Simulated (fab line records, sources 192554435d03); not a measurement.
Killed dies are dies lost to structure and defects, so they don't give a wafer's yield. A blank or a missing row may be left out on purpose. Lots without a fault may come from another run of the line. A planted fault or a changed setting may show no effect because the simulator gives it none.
fab line records | flow n5_finfet | part 1 of 2: steps 1 to 4 of 6
record lots=19 wafers=57 last_day=19
route steps=1938 shown FIN_SAQP@95 FIN_CUT@172
lots that met no fault: from a run of the same line without faults
start_h: hours from the record's first day to the start of the lot's first wafer shown | wait_h: hours since the lot's step before | " the same as in the row above | L1.1+2: a row that stands for several wafers | - no value, or no start given | * or withheld: withheld | < > ~ a bound
route shown NAME@n: a module of which the file shows steps, and the number in the route of the first | usual: mean/standard deviation of fault-free wafers | same: alike in all rows | chamber/n: place in a boat | sites: the reading at each site | _std_site: their standard deviation | _edge_site: outer sites' mean less inner sites' | radius_mm: how far each site lies from the wafer's centre | mask NAME#n: copy n | behind: the tool/chamber that last shaped the wafer | hold: why the lot was held/for how many hours/how that ended | device: the transistor (n, p or np) that didn't switch | end of line: the same wafers' tests at the end of the route | a step without rows: its recipe alone | killed: dies lost to structure and defects at the first sort, not the wafer's yield | map: a wafer's dies, x killed, . not, _ none there
set.NAME: the setting as run; set.NAME@STEP: as run at that earlier step | model.NAME: the simulator's own value behind a step, which no gauge read
steps of the route over a sample of lots; a table a step, a row a wafer
services: from which hour (start_h, from the record's first day; less than 0 if before it) a tool's chamber was out of use, for how many hours, and why
## steps
# step N5_FIN_SAQP_DENSIFY_62
# recipe temp_c=700 time_s=60 ambient=N2 idle_temp_c=600 ramp_up_c_per_s=150 ramp_down_c_per_s=60 cool_to_c=600
# usual lamp_power_pct=9.85/0.05 lamp_zone_5_pct=9.846/0.012 wafer_temp_C_max=703.2/0.66
# columns lot.wafer tool chamber start_h wait_h lamp_power_pct lamp_zone_5_pct wafer_temp_C_max
L075.2 rtp_anneal-02 0 27.08 0.3 9.88 9.825 703.6
L075.3 " 0 " " 9.82 9.841 702.5
L075.6 " 0 " " 9.80 9.834 704.1
L076.1 rtp_anneal-01 0 33.35 0.2 9.83 9.839 702.9
L076.2 " 0 " " 9.88 9.859 702.4
L076.4 " 0 " " 9.78 9.858 703.0
L077.2 rtp_anneal-01 0 38.48 0.1 9.84 9.836 702.9
L077.5 " 0 " " 9.82 9.845 703.0
L077.6 " 0 " " 9.79 9.847 704.0
L078.1 rtp_anneal-01 0 45.96 0.2 9.80 9.846 702.7
L078.4 " 0 " " 9.86 9.828 703.0
L078.6 " 0 " " 9.88 9.826 703.1
L079.1 rtp_anneal-02 0 51.49 0.1 9.83 9.844 703.2
L079.3 " 0 " " 9.93 9.852 702.4
L079.5 " 0 " " 9.87 9.834 702.9
L080.1 rtp_anneal-02 0 57.99 0.1 9.86 9.841 704.0
L080.3 " 0 " " 9.90 9.861 702.9
L080.5 " 0 " " 9.88 9.845 702.8
L081.2 rtp_anneal-02 0 63.88 0.3 9.88 9.843 703.1
L081.5 " 0 " " 9.87 9.836 704.0
L081.6 " 0 " " 9.93 9.853 704.0
L083.3 rtp_anneal-01 0 75.27 0.2 9.95 9.829 702.3
L083.4 " 0 " " 9.84 9.834 703.2
L083.5 " 0 " " 9.87 9.836 703.8
L085.2 rtp_anneal-01 0 86.97 0.1 9.78 9.849 703.1
L085.3 " 0 " " 9.87 9.858 702.7
L085.4 " 0 " " 9.73 9.846 703.3
L086.2 rtp_anneal-02 0 93.07 0.1 9.89 9.825 703.7
L086.3 " 0 " " 9.91 9.845 702.6
L086.4 " 0 " " 9.86 9.835 703.0
L087.1 rtp_anneal-01 0 98.75 0.1 9.79 9.867 702.2
L087.4 " 0 " " 9.85 9.847 704.1
L087.6 " 0 " " 9.80 9.829 702.4
L088.1 rtp_anneal-01 0 104.48 0.2 9.79 9.829 701.7
L088.2 " 0 " " 9.85 9.839 702.5
L088.4 " 0 " " 9.81 9.851 704.0
L089.2 rtp_anneal-01 0 110.28 0.3 9.93 9.846 703.6
L089.3 " 0 " " 9.82 9.865 703.2
L089.5 " 0 " " 9.92 9.866 704.1
L090.2 rtp_anneal-01 0 117.61 0.1 9.79 9.862 704.4
L090.3 " 0 " " 9.87 9.866 702.0
L090.6 " 0 " " 9.89 9.834 702.9
L091.1 rtp_anneal-02 0 122.60 0.2 9.86 9.857 703.0
L091.3 " 0 " " 9.77 9.835 702.8
L091.6 " 0 " " 9.94 9.834 703.3
L093.3 rtp_anneal-02 0 134.66 0.4 9.86 9.846 704.4
L093.4 " 0 " " 9.79 9.869 702.4
L093.5 " 0 " " 9.92 9.843 703.0
L094.1 rtp_anneal-01 0 141.27 0.1 9.94 9.820 704.1
L094.2 " 0 " " 9.86 9.861 703.4
L094.3 " 0 " " 9.81 9.847 703.1
L095.4 rtp_anneal-02 0 147.83 0.2 9.85 9.855 702.9
L095.5 " 0 " " 9.85 9.852 702.8
L095.6 " 0 " " 9.83 9.835 702.6
L097.1 rtp_anneal-01 0 159.06 0.2 9.83 9.838 703.8
L097.2 " 0 " " 9.82 9.849 703.6
L097.5 " 0 " " 9.83 9.839 703.4
# step N5_FIN_SAQP_PECVD_47
# recipe material=a-Si target_thk_a=450 temp_c=400 precursor=SiH4/He pressure_torr=3 rf_w=100 time_s=36.3
# usual heater_power_w=801/63 showerhead_plenum_p_Torr=5.65/0.05 throttle_valve_pct=18.1/1
# columns lot.wafer tool chamber start_h wait_h heater_power_w showerhead_plenum_p_Torr throttle_valve_pct
L075.2 pecvd-04 0 27.42 0.0 818 5.70 19.4
L075.3 " 0 " " 824 5.71 19.6
L075.6 " 0 " " 830 5.70 19.7
L076.1 pecvd-04 0 33.72 0.0 785 5.69 19.3
L076.2 " 1 " " 810 5.67 17.4
L076.4 " 1 " " 813 5.66 16.9
L077.2 pecvd-03 2 38.79 0.0 784 5.62 17.2
L077.5 " 2 " " 773 5.60 17.1
L077.6 " 0 " " 765 5.59 18.2
L078.1 pecvd-02 0 46.30 0.0 840 5.58 19.1
L078.4 " 0 " " 835 5.59 18.9
L078.6 " 1 " " 762 5.75 19.4
L079.1 pecvd-03 0 51.83 0.0 693 5.58 17.9
L079.3 " 1 " " 784 5.60 18.1
L079.5 " 1 " " 795 5.60 18.0
L080.1 pecvd-04 0 58.33 0.0 792 5.71 19.7
L080.3 " 2 " " 709 5.63 17.0
L080.5 " 2 " " 732 5.62 16.9
L081.2 pecvd-04 1 64.19 0.0 782 5.67 17.4
L081.5 " 2 " " 651 5.61 16.9
L081.6 " 0 " " 850 5.69 19.5
L083.3 pecvd-03 0 75.55 0.0 756 5.56 17.9
L083.4 " 2 " " 806 5.61 17.4
L083.5 " 1 " " 849 5.59 18.1
L085.2 pecvd-03 0 87.29 0.0 740 5.59 17.9
L085.3 " 2 " " 734 5.61 17.4
L085.4 " 0 " " 720 5.57 18.3
L086.2 pecvd-04 0 93.38 0.0 863 5.71 19.7
L086.3 " 1 " " 857 5.67 17.5
L086.4 " 1 " " 849 5.67 17.4
L087.1 pecvd-03 0 99.09 0.0 712 5.57 18.3
L087.4 " 0 " " 745 5.57 18.0
L087.6 " 2 " " 692 5.62 17.4
L088.1 pecvd-04 1 104.81 0.0 838 5.66 17.4
L088.2 " 2 " " 760 5.62 17.1
L088.4 " 1 " " 837 5.68 17.5
L089.2 pecvd-04 2 110.59 0.0 719 5.63 17.1
L089.3 " 1 " " 872 5.67 17.5
L089.5 " 2 " " 736 5.62 17.2
L090.2 pecvd-02 1 117.97 0.0 793 5.75 19.8
L090.3 " 2 " " 994 5.71 17.3
L090.6 " 1 " " 692 5.74 19.6
L091.1 pecvd-04 1 122.94 0.0 765 5.66 17.6
L091.3 " 2 " " 774 5.61 17.2
L091.6 " 2 " " 779 5.63 17.2
L093.3 pecvd-02 0 134.94 0.0 743 5.60 19.0
L093.4 " 1 " " 829 5.74 19.9
L093.5 " 2 " " 987 5.70 17.2
L094.1 pecvd-04 1 141.61 0.0 852 5.66 17.1
L094.2 " 0 " " 757 5.71 20.0
L094.3 " 2 " " 771 5.63 17.0
L095.4 pecvd-03 0 148.12 0.1 753 5.58 17.9
L095.5 " 2 " " 758 5.62 17.3
L095.6 " 1 " " 778 5.59 18.1
L097.1 pecvd-04 2 159.40 0.0 804 5.61 17.3
L097.2 " 1 " " 817 5.69 17.5
L097.5 " 0 " " 782 5.72 19.9
# step N5_FIN_SAQP_MANDREL_ETCH_22
# recipe target_depth_a=600 chemistry=HBr/Cl2 target=a-Si stop_on=SiNx bt_time_s=10 over_etch_frac=0.5 time_s=30 pressure_mtorr=10 icp_w=800 bias_w=75 HBr_flow_sccm=150 Cl2_flow_sccm=80 ends=end_point
# usual chamber_pressure_mTorr=10.000/0.0093 drypump_motor_current_A=5.95/0.14 oes_product_au=0.769/0.012 throttle_valve_pct=35.40/0.2
# same bt_time_s=10
# columns lot.wafer tool chamber start_h wait_h chamber_pressure_mTorr drypump_motor_current_A oes_product_au rf_hours_counter_h throttle_valve_pct
L075.2 rie_si-04 1 28.68 0.0 9.994 6.33 0.758 94 35.06
L075.3 " 2 " " 9.993 6.14 0.786 108 35.31
L075.6 " 3 " " 10.004 5.87 0.760 - 35.42
L076.1 rie_si-02 2 34.99 0.0 9.991 5.95 0.753 5 35.52
L076.2 " 0 " " 10.005 5.93 0.767 87 35.54
L076.4 " 1 " " 10.014 5.92 0.759 4 35.13
L077.2 rie_si-04 3 40.14 0.0 9.992 5.88 0.759 23 35.40
L077.5 " 3 " " 10.011 5.85 0.775 - 35.40
L077.6 " 0 " " 10.014 5.84 0.757 - 35.25
L078.1 rie_si-02 3 47.36 0.0 10.009 5.78 0.762 4 35.70
L078.4 " 1 " " 10.000 5.92 0.752 4 35.13
L078.6 " 1 " " 10.001 5.93 0.759 - 35.12
L079.1 rie_si-02 2 52.94 0.0 9.991 5.95 0.756 5 35.51
L079.3 " 3 " " 9.988 5.77 0.776 5 35.70
L079.5 " 0 " " 9.989 5.94 0.782 - 35.51
L080.1 rie_si-02 2 59.36 0.0 10.006 5.95 0.759 5 35.52
L080.3 " 0 " " 10.000 5.93 0.776 87 35.50
L080.5 " 2 " " 10.001 5.94 0.771 - 35.50
L081.2 rie_si-02 0 65.22 0.0 9.999 5.93 0.762 87 35.54
L081.5 " 0 " " 10.010 5.93 0.795 - 35.51
L081.6 " 2 " " 10.001 5.97 0.769 - 35.50
L083.3 rie_si-02 3 77.22 0.0 10.005 5.77 0.775 5 35.69
L083.4 " 0 " " 9.995 5.92 0.779 88 35.53
L083.5 " 0 " " 10.002 5.93 0.780 - 35.52
L085.2 rie_si-02 0 88.20 0.0 10.007 5.94 0.774 88 35.54
L085.3 " 1 " " 9.993 5.92 0.760 5 35.13
L085.4 " 3 " " 10.014 5.80 0.779 5 35.70
L086.2 rie_si-02 0 94.29 0.0 9.999 5.95 0.777 88 35.54
L086.3 " 3 " " 10.001 5.79 0.772 5 35.68
L086.4 " 1 " " 10.007 5.93 0.767 5 35.11
L087.1 rie_si-02 3 100.13 0.0 10.004 5.80 0.764 5 35.69
L087.4 " 0 " " 10.001 5.92 0.783 88 35.50
L087.6 " 0 " " 9.998 5.90 0.778 - 35.52
L088.1 rie_si-02 3 105.72 0.0 9.994 5.79 0.782 5 35.67
L088.2 " 0 " " 10.001 5.93 0.790 88 35.51
L088.4 " 1 " " 10.001 5.93 0.756 5 35.12
L089.2 rie_si-02 2 111.85 0.0 9.998 5.95 0.762 6 35.53
L089.3 " 3 " " 9.991 5.80 0.767 6 35.69
L089.5 " 2 " " 10.002 5.98 0.759 - 35.50
L090.2 rie_si-02 3 119.17 0.0 9.998 5.80 0.771 6 35.68
L090.3 " 1 " " 10.016 5.93 0.745 5 35.14
L090.6 " 3 " " 9.999 5.79 0.783 - 35.68
L091.1 rie_si-04 2 124.05 0.0 9.988 6.13 0.781 110 35.33
L091.3 " 1 " " 9.993 6.33 0.781 96 35.01
L091.6 " 1 " " 10.017 6.33 0.775 - 35.02
L093.3 rie_si-04 3 135.97 0.0 9.997 5.89 0.760 24 35.43
L093.4 " 2 " " 10.008 6.14 0.782 110 35.32
L093.5 " 1 " " 10.005 6.35 0.785 - 35.01
L094.1 rie_si-04 1 143.09 0.0 9.980 6.34 0.766 96 35.05
L094.2 " 3 " " 10.001 5.88 0.756 24 35.44
L094.3 " 2 " " 9.989 6.12 0.775 110 35.35
L095.4 rie_si-02 2 149.41 0.0 9.998 5.95 0.779 7 35.45
L095.5 " 1 " " 9.996 5.93 0.777 - 35.09
L095.6 " 2 " " 9.992 5.96 0.770 - 35.48
L097.1 rie_si-02 1 160.31 0.0 9.995 5.92 0.750 6 35.17
L097.2 " 3 " " 10.004 5.80 0.772 6 35.68
L097.5 " 3 " " 9.995 5.81 0.787 - 35.66
# step N5_FIN_SAQP_STRIP_55
# recipe chemistry=N2/H2 power_w=500 temp_c=40 pressure_mtorr=50 rf_frequency_hz=6e+07 overash_fraction=0.3 bias_power_w=28 h2_frac=0.5 n2_flow_sccm=300 h2_flow_sccm=300
# usual chamber_pressure_mTorr=50.01/0.066 drypump_motor_current_A=5.9/0.45 n2_flow_sccm=299.9/0.99 oes_product_au=0.77/0.08 rf_vpp_V=122.1/1.5 showerhead_plenum_p_Torr=3.40/0.085 throttle_valve_pct=19.05/0.21
# columns lot.wafer tool chamber start_h wait_h chamber_pressure_mTorr drypump_motor_current_A n2_flow_sccm oes_product_au rf_hours_counter_h rf_vpp_V showerhead_plenum_p_Torr throttle_valve_pct
L075.2 rie_diel-01 0 28.81 0.1 50.02 6.5 300.1 0.97 4 121.4 3.31 18.79
L075.3 " 3 " " 49.93 5.2 299.1 0.82 77 121.2 3.41 19.00
L075.6 " 2 " " 50.03 5.0 300.3 0.73 - 122.4 3.46 18.62
L076.1 rie_diel-05 2 35.50 0.5 49.94 6.1 299.7 0.77 152 122.7 3.49 18.98
L076.2 " 0 " " 50.05 5.7 301.2 0.89 24 122.7 3.57 19.15
L076.4 " 1 " " 50.12 6.6 300.5 0.83 93 122.9 3.40 19.02
L077.2 rie_diel-04 1 40.31 0.1 49.99 6.3 300.4 0.71 212 122.9 3.32 18.88
L077.5 " 3 " " 50.21 5.5 301.2 0.68 - 123.6 3.46 19.33
L077.6 " 0 " " 50.00 6.2 300.2 0.70 - 125.8 3.47 18.86
L078.1 rie_diel-05 0 47.51 0.1 49.99 5.7 300.9 0.89 29 122.2 3.57 19.13
L078.4 " 2 " " 49.94 6.1 301.7 0.77 158 124.4 3.49 19.00
L078.6 " 1 " " 49.92 6.6 300.8 0.82 - 121.0 3.39 19.00
L079.1 rie_diel-05 1 53.04 0.1 50.10 6.6 299.9 0.82 101 120.5 3.39 19.04
L079.3 " 0 " " 50.06 5.7 300.1 0.87 31 123.8 3.57 19.14
L079.5 " 3 " " 50.00 6.0 300.2 0.86 - 119.0 3.27 18.85
L080.1 rie_diel-05 1 59.94 0.5 49.86 6.6 299.8 0.82 104 121.9 3.39 19.04
L080.3 " 0 " " 50.12 5.7 301.9 0.88 34 124.5 3.57 19.15
L080.5 " 0 " " 50.00 5.7 302.2 0.88 - 124.8 3.57 19.16
L081.2 rie_diel-04 3 65.32 0.1 50.00 5.5 300.9 0.68 238 123.7 3.45 19.36
L081.5 " 0 " " 49.97 6.2 301.5 0.70 - 121.6 3.46 18.92
L081.6 " 2 " " 50.10 5.6 300.0 0.74 - 119.6 3.36 19.37
L083.3 rie_diel-05 3 77.32 0.1 50.03 6.0 299.8 0.85 60 121.5 3.26 18.89
L083.4 " 0 " " 50.01 5.7 300.8 0.87 41 121.6 3.56 19.15
L083.5 " 1 " " 50.05 6.6 300.1 0.81 - 120.3 3.39 19.03
L085.2 rie_diel-05 2 88.30 0.1 50.08 6.1 300.6 0.75 173 123.3 3.48 19.01
L085.3 " 1 " " 50.02 6.6 300.2 0.81 114 122.7 3.39 19.07
L085.4 " 3 " " 50.03 6.0 301.6 0.86 63 124.1 3.26 18.90
L086.2 rie_diel-01 1 94.39 0.1 49.96 5.6 299.5 0.78 137 121.7 3.37 19.30
L086.3 " 2 " " 49.94 5.0 300.2 0.72 213 120.7 3.45 18.63
L086.4 " 0 " " 50.08 6.5 299.9 0.92 21 121.4 3.30 18.82
L087.1 rie_diel-01 2 100.23 0.1 50.03 5.0 300.2 0.71 215 124.0 3.45 18.63
L087.4 " 0 " " 50.03 6.5 300.1 0.93 23 121.5 3.30 18.85
L087.6 " 0 " " 50.06 6.5 298.9 0.93 - 121.8 3.30 18.82
L088.1 rie_diel-04 2 105.82 0.1 50.00 5.6 301.3 0.73 153 121.5 3.35 19.39
L088.2 " 0 " " 50.02 6.2 298.7 0.70 229 121.1 3.45 18.88
L088.4 " 0 " " 50.04 6.2 299.6 0.68 - 123.1 3.45 18.90
L089.2 rie_diel-04 0 111.95 0.1 49.99 6.2 299.4 0.69 231 120.3 3.45 18.92
L089.3 " 2 " " 49.90 5.6 299.8 0.74 156 123.8 3.35 19.37
L089.5 " 2 " " 50.03 5.5 299.7 0.73 - 124.3 3.35 19.40
L090.2 rie_diel-04 0 119.40 0.2 50.08 6.2 299.3 0.68 235 119.9 3.45 18.91
L090.3 " 2 " " 50.08 5.6 300.1 0.72 159 121.0 3.35 19.38
L090.6 " 2 " " 50.10 5.6 300.2 0.73 - 122.9 3.35 19.38
L091.1 rie_diel-04 1 124.28 0.2 50.16 6.3 300.5 0.69 237 120.4 3.31 18.95
L091.3 " 0 " " 50.06 6.2 299.1 0.68 236 121.8 3.45 18.90
L091.6 " 1 " " 49.98 6.3 299.5 0.69 - 123.6 3.31 18.92
L093.3 rie_diel-04 3 136.15 0.1 50.10 5.6 299.2 1.00 2 121.3 3.45 19.00
L093.4 " 1 " " 49.96 6.2 299.6 0.67 241 121.0 3.31 18.97
L093.5 " 1 " " 49.93 6.2 298.9 0.69 - 121.2 3.31 18.95
L094.1 rie_diel-04 0 143.18 0.1 50.02 6.2 300.8 0.68 244 120.3 3.44 18.94
L094.2 " 2 " " 50.02 5.6 298.8 0.72 169 117.4 3.34 19.40
L094.3 " 3 " " 50.05 5.5 300.0 0.98 6 122.2 3.44 18.97
L095.4 rie_diel-04 1 149.52 0.1 50.02 6.3 299.0 0.69 248 120.2 3.30 18.97
L095.5 " 1 " " 50.00 6.3 300.9 0.69 - 124.8 3.30 18.97
L095.6 " 0 " " 50.07 6.2 298.5 0.69 - 122.3 3.44 18.94
L097.1 rie_diel-05 1 160.41 0.1 50.01 6.6 299.7 0.79 135 122.6 3.37 19.11
L097.2 " 3 " " 49.93 6.0 299.1 0.82 83 123.6 3.25 18.95
L097.5 " 3 " " 49.94 6.0 297.9 0.82 - 120.9 3.25 18.93
